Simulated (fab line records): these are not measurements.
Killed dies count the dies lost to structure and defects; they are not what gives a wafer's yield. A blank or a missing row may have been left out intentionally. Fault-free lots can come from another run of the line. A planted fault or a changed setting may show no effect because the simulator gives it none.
Chamber matching ; flow n5_finfet ; 4 sister chambers for N5_BEOL_M11_ALD_74 on ald_metal-04
The step deposits TaN, target thk 2 nm, pulse time 2 s, purge time 3 s. 18 wafers are shown with their chamber, then 9 later ones without.

== WAFERS PAIRED WITH THEIR CHAMBERS ==
wafer;chamber;heater_power_w (W)
L077.1;1;490
L077.2;3;353
L077.5;3;355
L078.2;0;485
L078.3;2;422
L078.5;3;356
L079.1;0;501
L079.2;2;425
L079.6;0;502
L081.2;0;502
L081.3;2;423
L081.6;0;497
L082.1;2;420
L082.2;1;498
L082.6;3;344
L093.1;2;429
L093.5;2;419
L093.6;1;493

SIGNATURES (averages over the wafers above)
reading;chamber 0;chamber 1;chamber 2;chamber 3;scatter within a chamber
heater_power_w;497.40;493.67;423.00;352.00;5.33
Rule: a wafer's distance from a chamber is the root of the sum, over the readings, of the square of ((its reading less the chamber's mean) divided by the reading's scatter). If the next closest chamber is less than 2 further off than the closest, the wafer can't be placed; otherwise it belongs to the closest. How the scatter is found: for the shown wafers, subtract from each reading the mean of its chamber, square and add these, divide the total by (wafers less chambers), then take the root.

== WAFERS WHOSE CHAMBER IS MISSING ==
wafer;heater_power_w (W)
L094.2;423
L094.4;353
L094.6;500
L095.1;511
L095.3;351
L095.5;500
L097.2;358
L097.3;487
L097.4;491

== THE CHAMBER EACH PASSED THROUGH ==
wafer;from the rows above;in truth
L094.2;2;2
L094.4;3;3
L094.6;can't be placed: 0 or 1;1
L095.1;can't be placed: 0 or 1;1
L095.3;3;3
L095.5;can't be placed: 0 or 1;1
L097.2;3;3
L097.3;can't be placed: 1 or 0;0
L097.4;can't be placed: 1 or 0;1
Correctly placed: 4 of 9. Can't be placed from these rows: 5 (the true chamber is among the candidates in 5). Wrongly placed: 0.
